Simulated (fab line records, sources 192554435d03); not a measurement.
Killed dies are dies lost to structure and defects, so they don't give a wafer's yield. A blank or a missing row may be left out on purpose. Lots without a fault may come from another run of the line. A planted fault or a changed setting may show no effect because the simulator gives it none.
A struck lot beside a sound one | flow n5_finfet | 37 steps out of a route of 1938
Sound: wafers L492.4, L492.5, L492.6. Struck: wafers L503.1, L503.3, L503.5. The cause comes at the end.
At each step with rows: each side's tool, then ch and its chambers, then its first start. Under that, the readings that differ: sound wafers | struck wafers | difference of the means | sigmas: that difference in standard deviations of wafers without a fault.
alike: readings whose means differ by less than 2 such deviations, and words and numbers that are the same on both sides. not compared: withheld readings, readings that some wafer has no value for, bounds like >300 that may hide the same value, and numbers for which the record gives no deviation and whose values overlap.
The two part at a step that has a row with sigmas, a row that says differs or no value, or rows on one side only. Numbers that don't overlap but have no deviation are shown without sigmas and don't part them. A reading that every wafer of one side lacks parts them only if that side has two wafers or more.

first, 10 steps without rows for these wafers: N5_MOL_CONTACT_COAG_SIL_ANNEAL_21 (time 60 s); N5_MOL_CONTACT_COAG_PRE_CLEAN_141 (time 60 s); N5_MOL_CONTACT_COAG_SPUTTER_143 (material Co, target thk 2.5 nm); N5_MOL_CONTACT_COAG_CO_FILL_22 (material Co, precursor CCTBA/H2, target thk 20 nm); N5_MOL_CONTACT_COAG_ANNEAL_113 (time 300 s); N5_MOL_CONTACT_COAG_PRE_CLEAN_142 (time 60 s); N5_MOL_CONTACT_COAG_SPUTTER_130 (material Co, target thk 47.5 nm); N5_MOL_CONTACT_COAG_PRECLEAN_125 (cleans in DIW, time 57.5 s); N5_MOL_CONTACT_COAG_SRD_126 (dry time 32 s); N5_MOL_CONTACT_COAG_CMP_23 (polishes, stops on SiO2, t overpolish 1.5 s, target thk 0 nm).
N5_MOL_CONTACT_COAG_WET_ETCH_26: target Co, target depth 13 nm.
  sound on wet_bench-01 ch 0,5,6, day 5 05:28; struck on wet_bench-05 ch 0,4,6, day 8 00:59
then, 25 steps without rows for these wafers: N5_MOL_CONTACT_COAG_WET_ETCH_116 (etches the open film in SC1-inhibited, target depth 4.6 nm, rinse time 30 s); N5_MOL_CONTACT_COAG_ALD_27 (deposits SiOC, target thk 17 nm, pulse time 1.5 s, time 2720 s); N5_MOL_CONTACT_COAG_CMP_28 (polishes, stops on SiNx, t overpolish 0.85 s, target thk 14.522 nm); N5_MOL_CONTACT_COAG_ALD_123 (deposits SiNx, target thk 5 nm, pulse time 1 s, purge time 2 s); N5_MOL_CONTACT_COAG_PECVD_31 (deposits SiO2 from TEOS/O2, target thk 46 nm, time 8.9 s); N5_MOL_CONTACT_COAG_COAT_75 (time 60 s, resist thk 60 nm); N5_MOL_CONTACT_COAG_COAT_76 (time 60 s, resist thk 10 nm); N5_MOL_CONTACT_COAG_COAT_77 (time 60 s, resist thk 10 nm); N5_MOL_CONTACT_COAG_COAT_78 (resist thk 40 nm); N5_MOL_CONTACT_COAG_EBR_80; N5_MOL_CONTACT_COAG_SOFTBAKE_79 (time 60 s); N5_MOL_CONTACT_COAG_EXPOSE_81 (exposes mask VG, defocus 0 nm); N5_MOL_CONTACT_COAG_PEB_82 (peb time 60 s); N5_MOL_CONTACT_COAG_DEVELOP_83 (develop time 30 s); N5_MOL_CONTACT_COAG_DESCUM_88 (chemistry O2, time 7 s); N5_MOL_CONTACT_COAG_ETCH_89 (etches underlayer in N2/H2, target depth 13 nm, time 10.4 s); N5_MOL_CONTACT_COAG_ETCH_90 (etches SiARC in CF4, target depth 13 nm, time 21.7 s); N5_MOL_CONTACT_COAG_ALD_131 (deposits SiO2, target thk 5 nm, pulse time 1 s, co reactant pulse time 1 s); N5_MOL_CONTACT_COAG_ETCHBACK_132 (etches SiO2 in CHF3, target depth 10 nm, time 6.7 s); N5_MOL_CONTACT_COAG_ETCH_91 (etches SOC in N2/H2, target depth 60 nm, overetch 21 nm, time 101.2 s); N5_MOL_CONTACT_COAG_STRIP_92 (strips in N2/H2); N5_MOL_CONTACT_COAG_STRIP_93 (strips in N2/H2); N5_MOL_CONTACT_COAG_ETCHBACK_135 (etches SiO2 in CHF3, target depth 25 nm, time 16.7 s); N5_MOL_CONTACT_COAG_STRIP_118 (strips in CHF3); N5_MOL_CONTACT_COAG_VIA_ETCH_46 (etches SiO2 in C4F6/O2, target depth 46 nm, overetch 9.2 nm, time 40 s).
-- the record jumps here: 7 days lie between the struck wafers' starts before and after (it left off in module MOL_CONTACT_COAG and takes up again in module PASSIVATION, whose first step shown is number 1936 of the route) --
N5_PASSIVATION_PROBE_49:
  sound on prober-01, day 12 08:16; struck on prober-02, day 14 17:51
  reading                  | sound          | struck         | difference | sigmas
  defect_limited_yield (%) | 93.8 93.1 91.9 | 0 0 0          | -93        | -62
  killed_at_contacts       | 6 12 4         | 1094 1101 1082 | +1085      | +99 or more
  killed_dies              | 73 81 96       | 1180 1180 1180 | +1097      | +65
  killed_on_rim            | 6 10 7         | 152 152 152    | +144       | +36
  sort_bin_5_function (%)  | 3.7 4.7 5.1    | 97.0 96.8 95.3 | +91.9      | +99
  sort_n_pass              | 1107 1099 1084 | 0 0 0          | -1097      | -65
  sort_yield_pct (%)       | 93.8 93.1 91.9 | 0 0 0          | -93        | -66
  alike: killed_at_M0_to_M3, killed_at_M4_up, killed_at_front_end, killed_at_other, killed_open, killed_short, sort_bin_6_memory

WHERE THEY PART
Only at N5_PASSIVATION_PROBE_49, within this record.

WHY: what the simulator had put in
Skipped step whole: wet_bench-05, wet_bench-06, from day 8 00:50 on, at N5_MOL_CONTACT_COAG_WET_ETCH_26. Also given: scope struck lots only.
